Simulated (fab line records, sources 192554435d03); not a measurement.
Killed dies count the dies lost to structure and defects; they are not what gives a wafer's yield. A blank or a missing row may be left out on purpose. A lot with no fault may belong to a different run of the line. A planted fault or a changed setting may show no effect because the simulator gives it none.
Struck lot and sound lot, side by side + flow n5Finfet + 21 steps out of a route of 1938
Sound: these wafers, L396.2, L396.4, L396.5. Struck: wafers L391.1, L391.4. (L391.6 of the same lot was not struck and is left out.) The cause comes at the end.
Order at every step that has rows: each side's tool, ch and its chambers, its first start. Under that, the readings that differ: sound wafers + struck wafers + difference of the means + sigmas: that difference in standard deviations of wafers without a fault.
alike: same words and numbers on both sides, and readings whose means sit less than 2 such deviations apart. not compared: any withheld reading, any reading some wafer has no value for, any bound like >300 that may hide the same value, and any number with overlapping values for which the record gives no deviation.
Wherever a step has rows on one side only, a row that says differs or no value, or a row with sigmas, the two part there. When numbers do not overlap yet have no deviation, they are printed without sigmas and do not part them. Lack of a reading on every wafer of one side parts them only where that side has two or more wafers.

first, 8 steps without rows for these wafers: N5_BEOL_M7_SPUTTER_48 (material Cu, target thk 10 nm, time 1.667 s); N5_BEOL_M7_ECD_50 (material Cu, target thk 300 nm); N5_BEOL_M7_ANNEAL_51 (time 90 s); N5_BEOL_M7_CMP_52 (polishes, stops on SiCOH lowk, t overpolish 6.9 s, target thk 80 nm); N5_BEOL_M7_PRE_CLEAN_55 (time 15 s); N5_BEOL_M7_DEP_56 (deposits SiCN from 3MS/NH3, target thk 10 nm, time 17.5 s); N5_BEOL_M8_ILD_DEP_00 (deposits SiCOH lowk from DEMS/porogen, target thk 179.75 nm, time 33.4 s); N5_BEOL_M8_CURE_74 (cures SiCOH lowk, time 240 s).
N5_BEOL_M8_PECVD_70: deposits SiO2 from TEOS/O2, target thk 20 nm, time 22.7 s.
  sound on pecvd-04 ch 0,1,2, day 14 04:16; struck on pecvd-01 ch 0, day 13 16:05
  alike: heaterPowerW, rfFwdPowerW, showerheadPlenumPTorr, throttleValvePct
then, 9 steps without rows for these wafers: N5_BEOL_M8_HM_DEP_02 (deposits TiN, target thk 20 nm); N5_BEOL_M8_COAT_59 (time 60 s, resist thk 100 nm); N5_BEOL_M8_COAT_60 (time 60 s, resist thk 35 nm); N5_BEOL_M8_COAT_05 (resist thk 90 nm); N5_BEOL_M8_EBR_07; N5_BEOL_M8_SOFTBAKE_06 (time 60 s); N5_BEOL_M8_EXPOSE_08 (exposes mask M8); N5_BEOL_M8_PEB_09 (peb time 60 s); N5_BEOL_M8_DEVELOP_10 (develop time 30 s).
N5_BEOL_M8_INSPECT_13: inspects for defects (brightfield).
  sound on defectInspect-02 at day 14 05:21; struck on defectInspect-02 at day 13 16:59
| reading        | sound       | struck    | difference | sigmas |
|----------------|-------------|-----------|------------|--------|
| rawDefectCount | 451 506 335 | 1834 1812 | +1392      | +15    |
then, 1 step without rows for these wafers: N5_BEOL_M8_DESCUM_16 (chemistry O2, time 7.9 s).
-- the record jumps here: 3 days lie between the struck wafers' starts before and after (it left off in module BEOL_M8 and takes up again in module PASSIVATION, whose first step shown is number 1936 of the route) --
N5_PASSIVATION_PROBE_49:
  rows exist in the record for the struck wafers here (prober-02, day 16 10:53), but not for the sound ones

WHERE THEY PART
Last at N5_PASSIVATION_PROBE_49 as far as this record goes, first at N5_BEOL_M8_INSPECT_13.

WHY: what the simulator had put in
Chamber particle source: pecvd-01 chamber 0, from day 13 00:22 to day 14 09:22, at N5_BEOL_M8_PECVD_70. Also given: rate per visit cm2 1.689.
